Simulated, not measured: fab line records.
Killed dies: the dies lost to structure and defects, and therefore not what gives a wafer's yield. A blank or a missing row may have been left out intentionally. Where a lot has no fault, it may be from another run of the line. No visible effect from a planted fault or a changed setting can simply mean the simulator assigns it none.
fab line records	flow n5-finfet
record: lots: 7	wafers: 21
route steps=1938 shown ZERO_LAYER@4 FIN_SAQP@94 SD_EPI_N@267
start-h: the number of hours between the record's first day and the start of the first shown wafer of the lot	wait-h: how many hours have passed since the lot's step before this one	" repeats the value in the row above	L1.1+2: a row that stands for several wafers	- no value, or no start was given	* or withheld: withheld	< > ~ a bound
route shown NAME@n: NAME is a module with steps in the file, n the number in the route of the first one	usual: mean and standard deviation over wafers with no fault	same: alike in all rows	chamber/n: place in a boat	sites: each site's reading	_std_site: how widely they spread, as a standard deviation	_edge_site: outer sites' mean less inner sites'	radius-mm: for every site, how far away it sits from the centre of the wafer	mask NAME#n: copy n	behind: the last tool/chamber to shape the wafer	hold: what put the lot on hold/how long, in hours/how the hold closed	device: whichever transistor did not switch (one of n, p or np)	end of line: the route-end tests of the same wafers	for a step that has no rows: nothing shown but its recipe	killed: at the first sort, the dies lost to defects and structure; wafer yield is something else	map: a wafer's dies, marking killed ones x, the rest . and places with no die _
set.NAME: the run value of the setting; set.NAME@STEP: its run value at that earlier step	model.NAME: the simulator's own value behind a step, which no gauge read
lots whose settings were changed on purpose; a table a step, a row a wafer
== steps ==
step: N5_ZERO_LAYER_PECVD_02
recipe: material: SiO2	target-thk-a: 100	temp-c: 400	precursor: SiH4/N2O	pressure-torr: 0.75	rf-w: 275	time-s: 6
lot.wafer	tool	chamber	start-h	wait-h	set.time-s	model.SiO2_of_ZERO_LAYER_PECVD_02.thk-nm
L074.3	pecvd-04	2	12.28	0.0	5.317	8.912
L074.5	"	2	"	"	6	10.21
L074.6	"	0	"	"	5.317	8.631
L081.1	pecvd-04	1	54.28	0.0	6	10
L081.2	"	2	"	"	6	10.23
L081.6	"	0	"	"	6	9.79
L082.2	pecvd-04	0	60.28	0.0	6	9.631
L082.3	"	2	"	"	5.728	9.779
L082.4	"	1	"	"	5.728	9.53
L089.2	pecvd-02	1	102.28	0.0	6	10.15
L089.4	"	0	"	"	6	10.22
L089.6	"	2	"	"	6	10.27
L092.1	pecvd-03	0	120.28	0.0	6	9.852
L092.3	"	1	"	"	6	9.987
L092.5	"	2	"	"	6	10.03
L093.2	pecvd-04	2	126.28	0.0	6.585	11.11
L093.4	"	1	"	"	6	10.02
L093.6	"	2	"	"	6	10.3
L096.1	pecvd-03	2	144.28	0.0	6	9.862
L096.5	"	1	"	"	6.882	11.66
L096.6	"	2	"	"	6.882	11.61
step: N5_ZERO_LAYER_PEB_09
recipe: peb-temp-c: withheld	peb-time-s: *
lot.wafer	tool	chamber	start-h	wait-h	set.peb-time-s
L074.3+5	litho-track-04	0	12.52	0.0	*
L074.6	"	0	"	"	*
L081.1+2+6	litho-track-04	0	54.52	0.1	*
L082.2+4	litho-track-04	0	60.52	0.0	*
L082.3	"	0	"	"	*
L089.2+4+6	litho-track-03	0	102.52	0.0	*
L092.1+5	litho-track-03	0	120.52	0.1	*
L092.3	"	0	"	"	*
L093.2+6	litho-track-03	0	126.65	0.0	*
L093.4	"	0	"	"	*
L096.1+6	litho-track-03	0	144.52	0.1	*
L096.5	"	0	"	"	*
step: N5_ZERO_LAYER_DEVELOP_10
recipe: develop-time-s: 60	rinse-liquid: diw	dry: air-spin	dev-temp-c: 21
step: N5_ZERO_LAYER_HARDBAKE_23
recipe: temp-c: 130	time-s: 120
step: N5_ZERO_LAYER_CD_MEAS_11
recipe: target-cd-nm: 2000	landing-energy-ev: 500	detector: se-inlens
usual: cd-nm: 2000.9/1.6
lot.wafer	tool	chamber	start-h	wait-h	set.peb-time-s@ZERO_LAYER_PEB_09	cd-nm
L074.3	cd-sem-02	0	12.65	-	*	2005.6
L074.5	"	0	"	"	*	2005.1
L074.6	"	0	"	"	*	2001.5
L081.1	cd-sem-01	0	54.64	-	*	2004.4
L081.2	"	0	"	"	*	2002.6
L081.6	"	0	"	"	*	2003.9
L082.2	cd-sem-03	0	60.64	-	*	2001.2
L082.3	"	0	"	"	*	1996.1
L082.4	"	0	"	"	*	2002.1
L089.2	cd-sem-01	0	102.64	-	*	2003.4
L089.4	"	0	"	"	*	2006.0
L089.6	"	0	"	"	*	2002.0
L092.1	cd-sem-01	0	120.64	-	*	2007.1
L092.3	"	0	"	"	*	2001.1
L092.5	"	0	"	"	*	2007.0
L093.2	cd-sem-03	0	126.77	-	*	1999.5
L093.4	"	0	"	"	*	2001.5
L093.6	"	0	"	"	*	1996.8
L096.1	cd-sem-01	0	144.64	-	*	1995.4
L096.5	"	0	"	"	*	1999.8
L096.6	"	0	"	"	*	1998.4
step: N5_FIN_SAQP_ALD_61
recipe: material: SiO2	target-thk-a: 40	temp-c: 300	ald-precursor-family: BDEAS	ald-co-reactant: O2-plasma	pulse-time-s: 1	purge-time-s: 2	co-reactant-purge-time-s: 2	ald-cycles: 43	pressure-torr: 2
lot.wafer	tool	chamber	start-h	wait-h	set.ald-cycles	model.SiO2_of_FIN_SAQP_ALD_61.thk-nm
L074.3	ald-sin-04	3	22.13	1.6	43	4.03
L074.5	"	0	"	"	39	3.64
L074.6	"	1	"	"	39	3.658
L081.1	ald-sin-04	0	62.12	0.0	43	3.994
L081.2	"	2	"	"	43	3.974
L081.6	"	3	"	"	40	3.762
L082.2	ald-sin-03	3	68.79	0.0	43	4.006
L082.3	"	2	"	"	43	4.007
L082.4	"	0	"	"	43	3.995
L089.2	ald-sin-01	3	110.86	0.0	43	3.976
L089.4	"	1	"	"	43	4.019
L089.6	"	0	"	"	43	3.996
L092.1	ald-sin-03	3	128.92	0.1	43	3.963
L092.3	"	1	"	"	37	3.455
L092.5	"	3	"	"	37	3.408
L093.2	ald-sin-01	1	134.70	0.0	37	3.437
L093.4	"	0	"	"	37	3.444
L093.6	"	0	"	"	43	3.993
L096.1	ald-sin-03	3	152.77	0.0	43	3.993
L096.5	"	0	"	"	43	3.947
L096.6	"	3	"	"	43	3.981
step: N5_FIN_SAQP_HM_DEP_03
recipe: material: SiNx	target-thk-a: 380	temp-c: 400	precursor: SiH4/NH3/N2	pressure-torr: 1.5	rf-w: 300	time-s: 33.6
lot.wafer	tool	chamber	start-h	wait-h	set.time-s	model.SiNx_of_FIN_SAQP_HM_DEP_03.thk-nm
L074.3	pecvd-01	0	22.65	0.1	34.86	40.13
L074.5	"	0	"	"	34.86	40.16
L074.6	"	1	"	"	33.6	37.91
L081.1	pecvd-03	0	62.64	0.2	33.6	38.41
L081.2	"	2	"	"	33.6	37.62
L081.6	"	2	"	"	29.15	33.15
L082.2	pecvd-01	0	69.20	0.2	37.39	42.31
L082.3	"	1	"	"	37.39	42.02
L082.4	"	1	"	"	37.39	42.81
L089.2	pecvd-01	2	111.28	0.2	33.6	37.23
L089.4	"	0	"	"	33.6	38.16
L089.6	"	2	"	"	33.6	38.01
L092.1	pecvd-03	0	129.54	0.2	33.6	38.22
L092.3	"	1	"	"	38.24	43.19
L092.5	"	1	"	"	38.24	43.67
L093.2	pecvd-03	2	135.12	0.2	33.6	38.64
L093.4	"	0	"	"	33.6	39.58
L093.6	"	2	"	"	36.66	41.8
L096.1	pecvd-02	0	153.29	0.2	33.6	37.33
L096.5	"	2	"	"	33.6	37.8
L096.6	"	1	"	"	30.68	34.42
step: N5_FIN_SAQP_THK_MEAS_05
usual: thk-nm: 38.1/0.59
lot.wafer	tool	chamber	start-h	wait-h	set.time-s@FIN_SAQP_HM_DEP_03	thk-nm
L074.3	film-metro-02	-	22.74	0.1	34.86	40.1
L074.5	"	-	"	"	34.86	40.1
L074.6	"	-	"	"	33.6	37.9
L081.1	film-metro-01	-	62.73	0.1	33.6	38.4
L081.2	"	-	"	"	33.6	37.6
L081.6	"	-	"	"	29.15	33.1
L082.2	film-metro-02	-	69.29	0.1	37.39	42.3
L082.3	"	-	"	"	37.39	42.0
L082.4	"	-	"	"	37.39	42.8
L089.2	film-metro-01	-	111.40	0.1	33.6	37.2
L089.4	"	-	"	"	33.6	38.1
L089.6	"	-	"	"	33.6	38.1
L092.1	film-metro-01	-	129.63	0.1	33.6	38.2
L092.3	"	-	"	"	38.24	43.2
L092.5	"	-	"	"	38.24	43.6
L093.2	film-metro-01	-	135.20	0.1	33.6	38.7
L093.4	"	-	"	"	33.6	39.6
L093.6	"	-	"	"	36.66	41.8
L096.1	film-metro-01	-	153.38	0.1	33.6	37.3
L096.5	"	-	"	"	33.6	37.8
L096.6	"	-	"	"	30.68	34.4
step: N5_FIN_SAQP_ETCH_65
recipe: chemistry: CF4	target: SiO2	target-depth-a: 40	ion-energy-ev: 350	time-s: 4.4	pressure-mtorr: 10	icp-w: 800	bias-w: 400	cf4-flow-sccm: 80
lot.wafer	tool	chamber	start-h	wait-h	set.time-s	model.etch.depth-nm
L074.3	rie-si-02	1	25.96	0.1	4.4	3.914
L074.5	"	3	"	"	4.4	4.006
L074.6	"	0	"	"	4.4	4.009
L081.1	rie-si-05	2	65.78	0.1	3.412	3.198
L081.2	"	0	"	"	4.4	3.959
L081.6	"	1	"	"	4.4	3.978
L082.2	rie-si-02	0	72.45	0.1	4.702	4.313
L082.3	"	2	"	"	4.702	4.276
L082.4	"	1	"	"	4.4	3.961
L089.2	rie-si-02	2	115.06	0.1	4.4	3.975
L089.4	"	3	"	"	4.4	3.963
L089.6	"	3	"	"	4.4	3.966
L092.1	rie-si-04	2	132.76	0.1	4.4	4.092
L092.3	"	1	"	"	4.109	3.701
L092.5	"	2	"	"	4.4	4.109
L093.2	rie-si-02	1	139.44	0.1	4.4	3.885
L093.4	"	3	"	"	5.346	4.822
L093.6	"	3	"	"	4.4	3.999
L096.1	rie-si-05	1	156.56	0.1	3.443	3.165
L096.5	"	0	"	"	3.443	3.105
L096.6	"	1	"	"	3.443	3.171
step: N5_FIN_SAQP_MANDREL_ETCH_58
recipe: chemistry: HBr/Cl2	target: a-Si	target-depth-a: 450	bt-time-s: 10	stop-on: SiNx	mask-material: SiO2	over-etch-frac: 0.8	time-s: 27	pressure-mtorr: 10	icp-w: 800	bias-w: 75	HBr_flow_sccm: 150	Cl2_flow_sccm: 80	ends: end-point
lot.wafer	tool	chamber	start-h	wait-h	set.time-s@FIN_SAQP_HM_DEP_03	model.SiNx_of_FIN_SAQP_HM_DEP_03.thk-nm
L074.3	rie-si-02	1	25.99	0.0	34.86	40.13
L074.5	"	3	"	"	34.86	40.16
L074.6	"	0	"	"	33.6	37.8
L081.1	rie-si-05	2	65.81	0.0	33.6	38.2
L081.2	"	0	"	"	33.6	37.62
L081.6	"	1	"	"	29.15	33
L082.2	rie-si-02	0	72.48	0.0	37.39	42.2
L082.3	"	2	"	"	37.39	42
L082.4	"	1	"	"	37.39	42.81
L089.2	rie-si-02	2	115.09	0.0	33.6	37.2
L089.4	"	3	"	"	33.6	38.16
L089.6	"	3	"	"	33.6	38.01
L092.1	rie-si-04	2	132.80	0.0	33.6	38.2
L092.3	"	1	"	"	38.24	43.19
L092.5	"	2	"	"	38.24	43.6
L093.2	rie-si-02	1	139.47	0.0	33.6	38.64
L093.4	"	3	"	"	33.6	39.58
L093.6	"	3	"	"	36.66	41.8
L096.1	rie-si-05	1	156.60	0.0	33.6	37.2
L096.5	"	0	"	"	33.6	37.8
L096.6	"	1	"	"	30.68	34.2
step: N5_FIN_SAQP_RECESS_63
recipe: chemistry: HF/NH3	target: SiO2	target-depth-a: 180	afs-cycles: 3	temp-c: 30	sublimation-temp-c: 180	sublimation-time-s: 60
step: N5_FIN_SAQP_COAT_68
recipe: resist: SOC	temp-c: 250	time-s: 60	spin-rpm: 1500	resist-thk-nm: 100
step: N5_FIN_SAQP_SPACER2_ALD_28
recipe: material: SiO2	target-thk-a: 81	temp-c: 300	ald-precursor-family: BDEAS	ald-co-reactant: O2-plasma	pulse-time-s: 1	purge-time-s: 2	co-reactant-purge-time-s: 2	pressure-torr: 2
step: N5_FIN_SAQP_SPACER2_ETCHBACK_29
recipe: chemistry: CHF3/O2	mode: anisotropic-etchback	target: SiO2	target-depth-a: 122	time-s: 6.1	pressure-mtorr: 30	source-w: 650	bias-w: 170	Ar_flow_sccm: 200	CHF3_flow_sccm: 50	O2_flow_sccm: 5	ion-energy-ev: 200
step: N5_FIN_SAQP_MANDREL2_REMOVE_60
recipe: chemistry: HBr/Cl2/O2	bt-time-s: 10	target: a-Si	stop-on: SiNx	endpoint: OES-SiCl	over-etch-frac: 1	icp-w: 600	bias-w: 22	HBr_flow_sccm: 150	Cl2_flow_sccm: 80	O2_flow_sccm: 5	pressure-mtorr: 10
lot.wafer	tool	chamber	start-h	wait-h	set.time-s@FIN_SAQP_HM_DEP_03	model.SiNx_of_FIN_SAQP_HM_DEP_03.thk-nm
L074.3+5	rie-si-04	1	27.43	0.1	34.86	39.6
L074.6	"	2	"	"	33.6	37.2
L081.1	rie-si-02	3	67.55	0.1	33.6	37.6
L081.2	"	2	"	"	33.6	37
L081.6	"	1	"	"	29.15	32.4
L082.2	rie-si-05	0	73.82	0.1	37.39	41.6
L082.3	"	2	"	"	37.39	41.4
L082.4	"	1	"	"	37.39	42.2
L089.2	rie-si-02	1	116.62	0.1	33.6	36.6
L089.4	"	2	"	"	33.6	37.6
L089.6	"	0	"	"	33.6	37.4
L092.1	rie-si-04	2	134.45	0.1	33.6	37.4
L092.3	"	3	"	"	38.24	42.6
L092.5	"	2	"	"	38.24	43
L093.2	rie-si-02	3	140.91	0.1	33.6	38
L093.4	"	1	"	"	33.6	39
L093.6	"	0	"	"	36.66	41.2
L096.1	rie-si-05	3	157.95	0.1	33.6	36.6
L096.5	"	2	"	"	33.6	37.2
L096.6	"	3	"	"	30.68	33.6
step: N5_FIN_SAQP_HM_OPEN_33
recipe: chemistry: CH3F/O2	target: SiNx	mask-material: SiO2	target-depth-a: 494	time-s: 70.6	pressure-mtorr: 30	source-w: 395	bias-w: 73	Ar_flow_sccm: 150	CH3F_flow_sccm: 30	O2_flow_sccm: 20	ion-energy-ev: 120	ends: cleared
lot.wafer	tool	chamber	start-h	wait-h	set.time-s@FIN_SAQP_HM_DEP_03	model.etch.depth-nm
L074.3	rie-diel-02	1	27.64	0.1	34.86	39.51
L074.5	"	2	"	"	34.86	39.54
L074.6	"	3	"	"	33.6	37.22
L081.1	rie-diel-02	1	67.71	0.0	33.6	37.52
L081.2	"	0	"	"	33.6	36.99
L081.6	"	3	"	"	29.15	32.38
L082.2	rie-diel-02	0	73.98	0.0	37.39	41.62
L082.3	"	1	"	"	37.39	41.38
L082.4	"	2	"	"	37.39	42.18
L089.2	rie-diel-02	2	116.92	0.2	33.6	36.59
L089.4	"	3	"	"	33.6	37.53
L089.6	"	3	"	"	33.6	37.38
L092.1	rie-diel-05	3	134.76	0.2	33.6	37.5
L092.3	"	0	"	"	38.24	42.56
L092.5	"	0	"	"	38.24	42.96
L093.2	rie-diel-05	1	141.29	0.3	33.6	38.01
L093.4	"	3	"	"	33.6	38.95
L093.6	"	1	"	"	36.66	41.18
L096.1	rie-diel-06	2	158.11	0.0	33.6	36.56
L096.5	"	3	"	"	33.6	37.17
L096.6	"	2	"	"	30.68	33.65
step: N5_FIN_SAQP_ETCH_34
recipe: chemistry: C4F6/O2	target: SiO2	target-depth-a: 450	time-s: 15	ion-energy-ev: 250	pressure-mtorr: 30	source-w: 345	bias-w: 185	Ar_flow_sccm: 300	C4F6_flow_sccm: 10	O2_flow_sccm: 10	ends: cleared
step: N5_FIN_SAQP_STRIP_77
recipe: chemistry: N2/H2	time-s: 90	power-w: 100	temp-c: 40	pressure-mtorr: 100	rf-frequency-hz: 6e+07	bias-power-w: 3	n2-flow-sccm: 300	h2-flow-sccm: 300
step: N5_FIN_SAQP_ETCH_64
recipe: chemistry: CF4	target: SiO2	target-depth-a: 15	ion-energy-ev: 350	pressure-mtorr: 10	icp-w: 800	bias-w: 400	cf4-flow-sccm: 80
step: N5_FIN_SAQP_FIN_ETCH_36
recipe: chemistry: HBr/Cl2/O2	target-depth-a: 1200	mask-material: SiNx	time-s: 50.4	bias-w: 102	pressure-mtorr: 10	icp-w: 800	HBr_flow_sccm: 150	Cl2_flow_sccm: 80	O2_flow_sccm: 12
lot.wafer	tool	chamber	start-h	wait-h	set.time-s@FIN_SAQP_HM_DEP_03	model.SiNx_of_FIN_SAQP_HM_DEP_03.thk-nm
L074.3+5	rie-si-02	3,1	27.92	0.0	34.86	23.4
L074.6	"	0	"	"	33.6	21
L081.1	rie-si-05	0	67.99	0.0	33.6	21.2
L081.2	"	2	"	"	33.6	20.4
L081.6	"	2	"	"	29.15	15.6
L082.2+3	rie-si-05	2,0	74.27	0.0	37.39	25
L082.4	"	3	"	"	37.39	25.8
L089.2	rie-si-04	0	117.20	0.0	33.6	20.2
L089.4	"	1	"	"	33.6	21.4
L089.6	"	2	"	"	33.6	20.8
L092.1	rie-si-04	3	135.05	0.0	33.6	21.2
L092.3	"	1	"	"	38.24	26.6
L092.5	"	2	"	"	38.24	26.4
L093.2	rie-si-04	0	141.57	0.0	33.6	21.6
L093.4	"	3	"	"	33.6	22.6
L093.6	"	0	"	"	36.66	25
L096.1	rie-si-04	1	158.39	0.0	33.6	20.6
L096.5	"	3	"	"	33.6	20.8
L096.6	"	0	"	"	30.68	17.2
step: N5_SD_EPI_N_EXPOSE_06
recipe: mask-id: SD_N_BLK	na: 1.35	source-shape: conventional	sigma-outer: 0.8	polarization: unpolarized	target-cd-nm: 120	dose-mj: 39.75
lot.wafer	tool	chamber	start-h	wait-h	mask	set.dose-mj
L074.3+5	arfi-scanner-03	0	56.09	-	SD_N_BLK#0	41.89
L074.6	"	0	"	"	SD_N_BLK#0	39.75
L081.1+2	arfi-scanner-01	0	90.05	-	SD_N_BLK#0	41.68
L081.6	"	0	"	"	SD_N_BLK#0	39.75
L082.2+4	arfi-scanner-01	0	96.48	-	SD_N_BLK#0	40.72
L082.3	"	0	"	"	SD_N_BLK#0	39.75
L089.2+4+6	arfi-scanner-01	0	143.31	-	SD_N_BLK#0	39.75
L092.1+3+5	arfi-scanner-02	0	156.14	-	SD_N_BLK#0	39.75
L093.2+6	arfi-scanner-03	0	165.36	-	SD_N_BLK#0	40.82
L093.4	"	0	"	"	SD_N_BLK#0	39.75
L096.1+6	arfi-scanner-02	0	180.28	-	SD_N_BLK#0	37.1
L096.5	"	0	"	"	SD_N_BLK#0	39.75
== key ==
split: step: N5_ZERO_LAYER_PECVD_02	setting: time-s	stated: 6	by: wafer
response: step: N5_ZERO_LAYER_PECVD_02	reading: model.SiO2_of_ZERO_LAYER_PECVD_02.thk-nm	change: +0.112	per: 1%	r: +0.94
split: step: N5_ZERO_LAYER_PEB_09	setting: peb-time-s	stated: *	by: wafer
response: step: N5_ZERO_LAYER_CD_MEAS_11	reading: cd-nm	change: +0.322	per: 1%	r: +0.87
split: step: N5_FIN_SAQP_ALD_61	setting: ald-cycles	stated: 43	by: wafer
response: step: N5_FIN_SAQP_ALD_61	reading: model.SiO2_of_FIN_SAQP_ALD_61.thk-nm	change: +0.0385	per: 1%	r: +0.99
split: step: N5_FIN_SAQP_HM_DEP_03	setting: time-s	stated: 33.6	by: wafer
response: step: N5_FIN_SAQP_HM_DEP_03	reading: model.SiNx_of_FIN_SAQP_HM_DEP_03.thk-nm	change: +0.365	per: 1%	r: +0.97
response: step: N5_FIN_SAQP_THK_MEAS_05	reading: thk-nm	change: *	per: 1%	r: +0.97
response: step: N5_FIN_SAQP_MANDREL_ETCH_58	reading: model.SiNx_of_FIN_SAQP_HM_DEP_03.thk-nm	change: +0.369	per: 1%	r: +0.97
response: step: N5_FIN_SAQP_MANDREL2_REMOVE_60	reading: model.SiNx_of_FIN_SAQP_HM_DEP_03.thk-nm	change: +0.375	per: 1%	r: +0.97
response: step: N5_FIN_SAQP_HM_OPEN_33	reading: model.etch.depth-nm	change: +0.368	per: 1%	r: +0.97
response: step: N5_FIN_SAQP_FIN_ETCH_36	reading: model.SiNx_of_FIN_SAQP_HM_DEP_03.thk-nm	change: +0.386	per: 1%	r: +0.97
split: step: N5_FIN_SAQP_ETCH_65	setting: time-s	stated: 4.4	by: wafer
response: step: N5_FIN_SAQP_ETCH_65	reading: model.etch.depth-nm	change: +0.0389	per: 1%	r: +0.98
split: step: N5_SD_EPI_N_EXPOSE_06	setting: dose-mj	stated: 39.75	by: wafer
response none in this file
